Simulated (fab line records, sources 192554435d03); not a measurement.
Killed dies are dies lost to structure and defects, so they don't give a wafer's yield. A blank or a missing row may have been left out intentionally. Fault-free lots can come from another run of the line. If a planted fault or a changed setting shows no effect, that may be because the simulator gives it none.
Which tool did it? / flow n5Finfet / Sampling: 8 lots, 24 wafers, 6 of 1938 route steps

== WHAT EACH GAUGE READ, for each wafer ==
N5_BEOL_M1_OVL_MEAS_29.
lot=L757; measured=day 6 10:17; on=overlay-02; V0_OVL (nm)=-0.1 -0.1 -0.6
lot=L758; measured=day 6 18:23; on=overlay-02; V0_OVL (nm)=0.8 0.2 0.0
lot=L759; measured=day 6 22:37; on=overlay-01; V0_OVL (nm)=0.2 0.8 -0.8
lot=L761; measured=day 7 11:43; on=overlay-01; V0_OVL (nm)=0.6 0.6 -0.3
lot=L762; measured=day 7 23:20; on=overlay-01; V0_OVL (nm)=-0.9 -1.4 -0.4
lot=L770; measured=day 9 17:55; on=overlay-02; V0_OVL (nm)=-0.6 0.0 0.1
lot=L778; measured=day 11 18:44; on=overlay-02; V0_OVL (nm)=0.8 0.7 -0.5
lot=L779; measured=day 11 21:38; on=overlay-01; V0_OVL (nm)=0.8 1.7 0.8

N5_BEOL_M1_OCD_MEAS_38.
lot=L757; measured=day 6 16:02; on=ocd-01; trenchDepthNm (nm)=55.2 55.6 55.7
lot=L758; measured=day 6 19:43; on=ocd-02; trenchDepthNm (nm)=54.7 53.0 53.8
lot=L759; measured=day 6 23:27; on=ocd-02; trenchDepthNm (nm)=54.8 51.9 56.0
lot=L761; measured=day 7 15:10; on=ocd-02; trenchDepthNm (nm)=53.4 71.4 55.3
lot=L762; measured=day 8 00:14; on=ocd-02; trenchDepthNm (nm)=55.9 55.0 54.6
lot=L770; measured=day 10 07:49; on=ocd-01; trenchDepthNm (nm)=55.2 55.7 55.7
lot=L778; measured=day 12 00:59; on=ocd-02; trenchDepthNm (nm)=55.1 54.3 55.4
lot=L779; measured=day 12 01:27; on=ocd-01; trenchDepthNm (nm)=51.5 56.6 52.8

N5_BEOL_M4_RC_MEAS_101.
lot=L757; measured=day 8 07:37; on=prober-01; CHAIN_V0 (ohm/link)=240 247 259; CHAIN_V0_max_site (ohm/link)=245 258 266; DIBL_N (mV/V)=36.4 34.2 34.7; DIBL_P (mV/V)=35.4 31.6 32.5; IOFF_N (nA/um)=0.16 0.11 0.13; IOFF_P (nA/um)=0.20 0.16 0.16; ION_N (uA/um)=664 655 662; ION_P (uA/um)=456 455 454; SS_N (mV/dec)=71.6 70.5 71.2; SS_P (mV/dec)=73.0 72.0 72.5; VT_N (mV)=250 256 253; VT_P (mV)=-251 -256 -257
lot=L758; measured=day 8 12:48; on=prober-01; CHAIN_V0 (ohm/link)=243 249 240; CHAIN_V0_max_site (ohm/link)=250 260 250; DIBL_N (mV/V)=34.3 35.8 36.6; DIBL_P (mV/V)=33.3 34.4 34.3; IOFF_N (nA/um)=0.12 0.15 0.15; IOFF_P (nA/um)=0.16 0.17 0.16; ION_N (uA/um)=668 677 646; ION_P (uA/um)=456 457 440; SS_N (mV/dec)=71.9 72.1 72.3; SS_P (mV/dec)=72.0 72.7 72.8; VT_N (mV)=251 247 252; VT_P (mV)=-252 -253 -253
lot=L759; measured=day 8 09:44; on=prober-02; CHAIN_V0 (ohm/link)=234 248 233; CHAIN_V0_max_site (ohm/link)=243 257 243; DIBL_N (mV/V)=38.8 37.2 36.9; DIBL_P (mV/V)=39.1 37.0 35.8; IOFF_N (nA/um)=0.20 0.16 0.14; IOFF_P (nA/um)=0.28 0.22 0.21; ION_N (uA/um)=671 664 667; ION_P (uA/um)=463 459 460; SS_N (mV/dec)=72.0 71.6 72.1; SS_P (mV/dec)=74.1 72.7 73.2; VT_N (mV)=246 249 250; VT_P (mV)=-244 -247 -250
lot=L761; measured=day 9 08:49; on=prober-02; CHAIN_V0 (ohm/link)=242 186 223; CHAIN_V0_max_site (ohm/link)=251 190 238; DIBL_N (mV/V)=33.1 35.5 34.2; DIBL_P (mV/V)=33.7 36.5 35.5; IOFF_N (nA/um)=0.12 0.16 0.14; IOFF_P (nA/um)=0.15 0.18 0.18; ION_N (uA/um)=662 666 682; ION_P (uA/um)=454 449 469; SS_N (mV/dec)=71.1 71.8 71.3; SS_P (mV/dec)=73.2 73.2 72.5; VT_N (mV)=252 248 251; VT_P (mV)=-255 -254 -255
lot=L762; measured=day 9 08:45; on=prober-01; CHAIN_V0 (ohm/link)=249 230 247; CHAIN_V0_max_site (ohm/link)=261 234 257; DIBL_N (mV/V)=36.3 34.4 39.2; DIBL_P (mV/V)=37.4 36.1 40.2; IOFF_N (nA/um)=0.15 0.13 0.20; IOFF_P (nA/um)=0.21 0.18 0.27; ION_N (uA/um)=654 663 669; ION_P (uA/um)=448 460 455; SS_N (mV/dec)=70.6 71.2 73.0; SS_P (mV/dec)=73.9 73.1 74.0; VT_N (mV)=248 252 246; VT_P (mV)=-252 -251 -251
lot=L770; measured=day 11 21:53; on=prober-02; CHAIN_V0 (ohm/link)=233 226 225; CHAIN_V0_max_site (ohm/link)=239 241 236; DIBL_N (mV/V)=34.5 37.2 37.5; DIBL_P (mV/V)=34.6 37.2 38.0; IOFF_N (nA/um)=0.12 0.16 0.16; IOFF_P (nA/um)=0.16 0.19 0.20; ION_N (uA/um)=667 676 672; ION_P (uA/um)=455 457 460; SS_N (mV/dec)=71.1 71.5 72.1; SS_P (mV/dec)=72.6 72.8 73.8; VT_N (mV)=252 250 252; VT_P (mV)=-255 -254 -253
lot=L778; measured=day 13 17:25; on=prober-02; CHAIN_V0 (ohm/link)=221 217 232; CHAIN_V0_max_site (ohm/link)=232 223 238; DIBL_N (mV/V)=34.7 35.7 37.3; DIBL_P (mV/V)=33.1 35.3 35.7; IOFF_N (nA/um)=0.14 0.15 0.17; IOFF_P (nA/um)=0.17 0.20 0.21; ION_N (uA/um)=671 684 665; ION_P (uA/um)=462 465 457; SS_N (mV/dec)=71.1 70.8 71.3; SS_P (mV/dec)=72.5 73.3 72.6; VT_N (mV)=248 247 248; VT_P (mV)=-253 -252 -250
lot=L779; measured=day 14 05:07; on=prober-02; CHAIN_V0 (ohm/link)=229 218 233; CHAIN_V0_max_site (ohm/link)=235 225 240; DIBL_N (mV/V)=36.1 32.9 36.1; DIBL_P (mV/V)=37.4 33.9 37.3; IOFF_N (nA/um)=0.16 0.12 0.16; IOFF_P (nA/um)=0.21 0.17 0.20; ION_N (uA/um)=685 672 681; ION_P (uA/um)=467 457 460; SS_N (mV/dec)=71.8 70.4 71.1; SS_P (mV/dec)=73.0 72.3 73.9; VT_N (mV)=251 252 249; VT_P (mV)=-252 -252 -253

== WHAT TOOL EACH LOT RAN ON (gives the tool, then ch and the chambers of the sampled wafers, and finally the start) ==
lot=L757; N5_BEOL_M1_TRENCH_ETCH_37=rieDiel-05 ch 2,3, day 6 15:52; N5_BEOL_M1_STRIP_97=rieDiel-05 ch 2,3, day 6 16:02 or earlier; N5_BEOL_M1_DEGAS_44=pvdSputter-02, day 6 16:35
lot=L758; N5_BEOL_M1_TRENCH_ETCH_37=rieDiel-06 ch 0,3, day 6 19:33; N5_BEOL_M1_STRIP_97=rieDiel-06 ch 0,3, day 6 19:43 or earlier; N5_BEOL_M1_DEGAS_44=pvdSputter-01, day 6 20:30
lot=L759; N5_BEOL_M1_TRENCH_ETCH_37=rieDiel-01 ch 1,2,3, day 6 23:17; N5_BEOL_M1_STRIP_97=rieDiel-01 ch 1,2,3, day 6 23:27 or earlier; N5_BEOL_M1_DEGAS_44=pvdSputter-03, day 6 23:43
lot=L761; N5_BEOL_M1_TRENCH_ETCH_37=rieDiel-01 ch 0,1,3, day 7 15:01; N5_BEOL_M1_STRIP_97=rieDiel-01 ch 0,1,3, day 7 15:10 or earlier; N5_BEOL_M1_DEGAS_44=pvdSputter-01, day 7 16:19
lot=L762; N5_BEOL_M1_TRENCH_ETCH_37=rieDiel-05 ch 0,1,2, day 8 00:04; N5_BEOL_M1_STRIP_97=rieDiel-05 ch 0,1,2, day 8 00:14 or earlier; N5_BEOL_M1_DEGAS_44=pvdSputter-02, day 8 00:59
lot=L770; N5_BEOL_M1_TRENCH_ETCH_37=rieDiel-05 ch 0,1,3, day 10 07:39; N5_BEOL_M1_STRIP_97=rieDiel-05 ch 0,1,3, day 10 07:49 or earlier; N5_BEOL_M1_DEGAS_44=pvdSputter-02, day 10 08:10
lot=L778; N5_BEOL_M1_TRENCH_ETCH_37=rieDiel-05 ch 0,1,3, day 12 00:49; N5_BEOL_M1_STRIP_97=rieDiel-05 ch 0,1,3, day 12 00:59 or earlier; N5_BEOL_M1_DEGAS_44=pvdSputter-02, day 12 01:58
lot=L779; N5_BEOL_M1_TRENCH_ETCH_37=rieDiel-01 ch 1,2, day 12 01:17; N5_BEOL_M1_STRIP_97=rieDiel-01 ch 1,2, day 12 01:27 or earlier; N5_BEOL_M1_DEGAS_44=pvdSputter-01, day 12 02:33
- N5_BEOL_M1_TRENCH_ETCH_37: etches SiOC in C4F6/O2, target depth 55.207 nm, time 29 s.
- N5_BEOL_M1_STRIP_97: strips in N2/H2, time 10 s.
- N5_BEOL_M1_DEGAS_44: time 60 s.

== AS READ BY THE TOOLS THEMSELVES (means over the sampled wafers that have a number; for cases with no such wafer, the mark the record gives instead) ==
N5_BEOL_M1_TRENCH_ETCH_37.
lot=L757; tool=rieDiel-05; drypumpMotorCurrentA (A)=6.2; mfcArSccm (sccm)=300.8; oes_ar_750_au (a.u.)=0.71; oes_o_777_au (a.u.)=0.72; oesProductAu (a.u.)=0.71; rfVppV (V)=683; showerheadPlenumPTorr (Torr)=2.87; throttleValvePct (%)=20.88
lot=L758; tool=rieDiel-06; drypumpMotorCurrentA (A)=5.9; mfcArSccm (sccm)=301.4; oes_ar_750_au (a.u.)=0.77; oes_o_777_au (a.u.)=0.74; oesProductAu (a.u.)=0.75; rfVppV (V)=658; showerheadPlenumPTorr (Torr)=2.85; throttleValvePct (%)=21.11
lot=L759; tool=rieDiel-01; drypumpMotorCurrentA (A)=5.6; mfcArSccm (sccm)=299.9; oes_ar_750_au (a.u.)=0.81; oes_o_777_au (a.u.)=0.82; oesProductAu (a.u.)=0.79; rfVppV (V)=667; showerheadPlenumPTorr (Torr)=2.86; throttleValvePct (%)=20.97
lot=L761; tool=rieDiel-01; drypumpMotorCurrentA (A)=6.0; mfcArSccm (sccm)=300.1; oes_ar_750_au (a.u.)=0.72; oes_o_777_au (a.u.)=0.72; oesProductAu (a.u.)=0.76; rfVppV (V)=665; showerheadPlenumPTorr (Torr)=2.84; throttleValvePct (%)=21.10
lot=L762; tool=rieDiel-05; drypumpMotorCurrentA (A)=6.2; mfcArSccm (sccm)=301.4; oes_ar_750_au (a.u.)=0.72; oes_o_777_au (a.u.)=0.73; oesProductAu (a.u.)=0.71; rfVppV (V)=663; showerheadPlenumPTorr (Torr)=2.74; throttleValvePct (%)=20.87
lot=L770; tool=rieDiel-05; drypumpMotorCurrentA (A)=6.2; mfcArSccm (sccm)=300.2; oes_ar_750_au (a.u.)=0.79; oes_o_777_au (a.u.)=0.81; oesProductAu (a.u.)=0.78; rfVppV (V)=669; showerheadPlenumPTorr (Torr)=2.93; throttleValvePct (%)=20.92
lot=L778; tool=rieDiel-05; drypumpMotorCurrentA (A)=6.2; mfcArSccm (sccm)=299.9; oes_ar_750_au (a.u.)=0.78; oes_o_777_au (a.u.)=0.78; oesProductAu (a.u.)=0.76; rfVppV (V)=669; showerheadPlenumPTorr (Torr)=2.92; throttleValvePct (%)=20.94
lot=L779; tool=rieDiel-01; drypumpMotorCurrentA (A)=5.8; mfcArSccm (sccm)=299.2; oes_ar_750_au (a.u.)=0.76; oes_o_777_au (a.u.)=0.76; oesProductAu (a.u.)=0.75; rfVppV (V)=668; showerheadPlenumPTorr (Torr)=2.79; throttleValvePct (%)=20.98

N5_BEOL_M1_STRIP_97.
lot=L757; tool=rieDiel-05; biasPowerW (W)=6.978; drypumpMotorCurrentA (A)=6.2; oesProductAu (a.u.)=0.70; rfVppV (V)=59.2; showerheadPlenumPTorr (Torr)=2.56; throttleValvePct (%)=23.5
lot=L758; tool=rieDiel-06; biasPowerW (W)=7.005; drypumpMotorCurrentA (A)=5.9; oesProductAu (a.u.)=0.76; rfVppV (V)=59.2; showerheadPlenumPTorr (Torr)=2.55; throttleValvePct (%)=24.1
lot=L759; tool=rieDiel-01; biasPowerW (W)=6.977; drypumpMotorCurrentA (A)=5.6; oesProductAu (a.u.)=0.79; rfVppV (V)=58.8; showerheadPlenumPTorr (Torr)=2.53; throttleValvePct (%)=23.7
lot=L761; tool=rieDiel-01; biasPowerW (W)=6.995; drypumpMotorCurrentA (A)=6.0; oesProductAu (a.u.)=0.72; rfVppV (V)=59.4; showerheadPlenumPTorr (Torr)=2.51; throttleValvePct (%)=23.9
lot=L762; tool=rieDiel-05; biasPowerW (W)=6.998; drypumpMotorCurrentA (A)=6.2; oesProductAu (a.u.)=0.71; rfVppV (V)=58.4; showerheadPlenumPTorr (Torr)=2.44; throttleValvePct (%)=23.5
lot=L770; tool=rieDiel-05; biasPowerW (W)=6.989; drypumpMotorCurrentA (A)=6.2; oesProductAu (a.u.)=0.78; rfVppV (V)=59.8; showerheadPlenumPTorr (Torr)=2.62; throttleValvePct (%)=23.7
lot=L778; tool=rieDiel-05; biasPowerW (W)=7.014; drypumpMotorCurrentA (A)=6.2; oesProductAu (a.u.)=0.77; rfVppV (V)=58.7; showerheadPlenumPTorr (Torr)=2.62; throttleValvePct (%)=23.7
lot=L779; tool=rieDiel-01; biasPowerW (W)=6.996; drypumpMotorCurrentA (A)=5.8; oesProductAu (a.u.)=0.75; rfVppV (V)=59.9; showerheadPlenumPTorr (Torr)=2.48; throttleValvePct (%)=23.8

N5_BEOL_M1_DEGAS_44.
lot=L757; tool=pvdSputter-02; heaterPowerW (W)=302
lot=L758; tool=pvdSputter-01; heaterPowerW (W)=313
lot=L759; tool=pvdSputter-03; heaterPowerW (W)=310
lot=L761; tool=pvdSputter-01; heaterPowerW (W)=322
lot=L762; tool=pvdSputter-02; heaterPowerW (W)=331
lot=L770; tool=pvdSputter-02; heaterPowerW (W)=323
lot=L778; tool=pvdSputter-02; heaterPowerW (W)=332
lot=L779; tool=pvdSputter-01; heaterPowerW (W)=326

== THE ANSWER, worked out from the rows above alone ==
Rule: the lots themselves supply what counts as usual. Put in order of their means at a reading, lots are off if they are a third of the lots or fewer, leave a main group of 4 or more, and stand apart from it by a gap of 3 or more times the standard deviation of the main group's means; of several such gaps the widest counts. Not used: any main group whose means are identical at the precision the tables above print for the reading. A lot without any number at a reading at which 4 lots or more have one is off too. All remaining lots with rows at the step are treated as sound. First the gauges in route order, then the tools' own readings, where a lot's mean is used as printed above. At the first step where some lot is off, the reading lying furthest off is the one used; lots without a number count as furthest.
Off: L761 (N5_BEOL_M1_OCD_MEAS_38, trenchDepthNm). Mean 54.7 nm and standard deviation 0.73 in the main group.
If a tool, at a process step before that reading, ran all the lots that are off and no sound lot after the first of them, it fits. The gauges at N5_BEOL_M1_OCD_MEAS_38 are tried like those tools. N5_BEOL_M1_STRIP_97: start missing for some lots; hours and lot order therefore follow N5_BEOL_M1_OCD_MEAS_38. Of those tried, none fits.

== WHAT HAD BEEN PUT IN BY THE SIMULATOR ==
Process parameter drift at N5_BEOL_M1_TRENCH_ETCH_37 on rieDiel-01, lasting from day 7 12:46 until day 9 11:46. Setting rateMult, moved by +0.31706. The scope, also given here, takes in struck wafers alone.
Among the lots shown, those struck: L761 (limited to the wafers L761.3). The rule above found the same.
